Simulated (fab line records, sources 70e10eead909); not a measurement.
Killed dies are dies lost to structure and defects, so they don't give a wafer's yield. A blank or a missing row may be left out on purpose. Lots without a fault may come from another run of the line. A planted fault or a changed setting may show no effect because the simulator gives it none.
Chamber matching | flow nand_harc | NHARC_P_M0_DEP_32 on pecvd-02: 3 sister chambers
The step deposits SiCN, target thk 30 nm. 6 wafers are shown with their chamber, then 11 later ones without.

WAFERS WITH THEIR CHAMBER
wafer  | chamber | heater_power_w (W)
L087.2 | 1       | 545
L087.5 | 0       | 442
L089.4 | 1       | 534
L089.5 | 0       | 473
L089.6 | 2       | 681
L092.2 | 2       | 643

WAFERS WITHOUT THEIR CHAMBER
wafer  | heater_power_w (W)
L092.3 | 657
L092.6 | 476
L097.1 | 583
L097.2 | 459
L097.5 | 480
L095.1 | 484
L095.4 | 489
L095.6 | 593
L096.3 | 508
L096.4 | 491
L096.5 | 598

WHICH CHAMBER EACH WENT THROUGH
wafer  | from the rows above     | in truth
L092.3 | 2                       | 2
L092.6 | 0                       | 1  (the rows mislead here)
L097.1 | can't be placed: 1 or 2 | 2
L097.2 | 0                       | 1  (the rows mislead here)
L097.5 | can't be placed: 0 or 1 | 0
L095.1 | can't be placed: 0 or 1 | 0
L095.4 | can't be placed: 0 or 1 | 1
L095.6 | can't be placed: 1 or 2 | 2
L096.3 | can't be placed: 1 or 0 | 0
L096.4 | can't be placed: 0 or 1 | 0
L096.5 | can't be placed: 1 or 2 | 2
Placed correctly: 1 of 11. Can't be placed from these rows: 8 (the true chamber is among the candidates in 8). Placed wrongly: 2.
How it was worked out, from the rows above alone: a wafer's distance from a chamber is the root of the sum, over the readings, of the square of ((its reading less the chamber's mean) divided by the reading's scatter). The wafer belongs to the nearest chamber; if the next one is less than 2 further off, it can't be placed. A chamber's mean is the mean of its shown wafers. The scatter: the root of (the sum of the squares of (reading less its chamber's mean) over the shown wafers, divided by (wafers less chambers)).
